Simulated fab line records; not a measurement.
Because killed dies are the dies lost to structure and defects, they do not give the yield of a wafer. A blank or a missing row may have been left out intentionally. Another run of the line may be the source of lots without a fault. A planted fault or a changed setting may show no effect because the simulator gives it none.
A lot that was struck, set against a sound lot + flow nand_harc + 14 out of 1302 route steps
Sound: the wafers L569.2, L569.3, L569.6. The struck wafers were L581.1, L581.4, L581.6. Last of all comes the cause.
Per side, at each step with rows, come the tool, then ch with its chambers, and then its first start. Under that, the readings that differ: sound wafers + struck wafers + difference of the means + sigmas: that difference in standard deviations of wafers without a fault.
alike: readings whose means differ by less than 2 such deviations, and words and numbers that are the same on both sides. not compared: withheld readings, readings that some wafer has no value for, bounds like >300 that may hide the same value, and numbers for which the record gives no deviation and whose values overlap.
The two part at a step that has a row with sigmas, a row that says differs or no value, or rows on one side only. When numbers do not overlap yet have no deviation, they are printed without sigmas and do not part them. A reading that every wafer of one side lacks parts them only if that side has two wafers or more.

NHARC_A_WL_FILL_STRIP_27: strips in N2/H2, time 20 s.
  sound on plasma_asher-01 ch 1, day 20 20:01; struck on plasma_asher-02 ch 0,1, day 26 15:02
  alike: drypump_motor_current_A, heater_power_w
  not compared: rf_hours_counter_h
then, 4 steps without rows for these wafers: NHARC_A_WL_FILL_STRIP_28 (strips in post etch residue remover, time 1200 s); NHARC_A_WL_FILL_PRECLEAN_06 (cleans in DIW, time 300 s); NHARC_A_WL_FILL_SRD_07; NHARC_A_WL_FILL_ANNEAL_08 (time 1800 s).
NHARC_A_WL_FILL_ALD_10: deposits SiO2, target thk 50 nm, pulse time 10 s, ald cycles 500.
  sound on ald_hk-03 ch 0,3, day 21 03:49; struck on ald_hk-02 ch 1,2, day 26 20:53
  alike: heater_power_w, precursor_pulse_height_rel
then, 1 step without rows for these wafers: NHARC_A_WL_FILL_ETCHBACK_16 (etches the open film in C4F8/O2/Ar, target depth 120 nm, time 24 s).
NHARC_A_WL_FILL_STRIP_29: strips in O2, time 20 s.
  sound on rie_diel-12 ch 1,2, day 21 08:35; struck on rie_diel-05 ch 1,3, day 27 01:40
| reading                     | sound       | struck      | difference | sigmas |
|-----------------------------|-------------|-------------|------------|--------|
| drypump_motor_current_A (A) | 5.3 5.3 5.3 | 6.2 6.1 6.1 | +0.8       | +2     |
  alike: o2_flow_sccm, oes_product_au, rf_vpp_V, showerhead_plenum_p_Torr, throttle_valve_pct
  not compared: rf_hours_counter_h
NHARC_A_WL_FILL_ETCHBACK_17: etches the open film in Cl2/BCl3, target depth 4 nm, time 26.7 s.
  sound on rie_metal-03 ch 0,1, day 21 08:41; struck on rie_metal-02 ch 1, day 27 01:46
  alike: drypump_motor_current_A, oes_product_au
  not compared: rf_hours_counter_h
then, 2 steps without rows for these wafers: NHARC_A_WL_FILL_PRECLEAN_18 (cleans in dHF, time 30 s); NHARC_A_WL_FILL_SRD_21.
NHARC_A_WL_FILL_CVD_23: deposits poly-Si, target thk 40 nm, time 800 s.
  sound on lpcvd_poly-01 ch 0, day 21 11:20; struck on lpcvd_poly-01 ch 0, day 27 04:33
| reading          | sound             | struck            | difference | sigmas      |
|------------------|-------------------|-------------------|------------|-------------|
| run_length_s (s) | 800.7 800.7 800.7 | 609.2 609.2 609.2 | -191.5     | -99 or more |
NHARC_A_WL_FILL_ETCHBACK_26: etches the open film in HBr, target depth 52 nm, time 13.3 s.
  sound on rie_si-06 ch 0,1, day 21 13:58; struck on rie_si-06 ch 0,1, day 27 07:08
  alike: drypump_motor_current_A, hbr_flow_sccm, oes_product_au, throttle_valve_pct
  not compared: rf_hours_counter_h
next, for these wafers, 1 step has no rows: NHARC_END_SORT_01.

WHERE THEY PART
First at NHARC_A_WL_FILL_STRIP_29; last, within this record, at NHARC_A_WL_FILL_CVD_23. Later steps at which nothing parts them and some readings are alike: NHARC_A_WL_FILL_ETCHBACK_26.

WHY: what had been put in by the simulator
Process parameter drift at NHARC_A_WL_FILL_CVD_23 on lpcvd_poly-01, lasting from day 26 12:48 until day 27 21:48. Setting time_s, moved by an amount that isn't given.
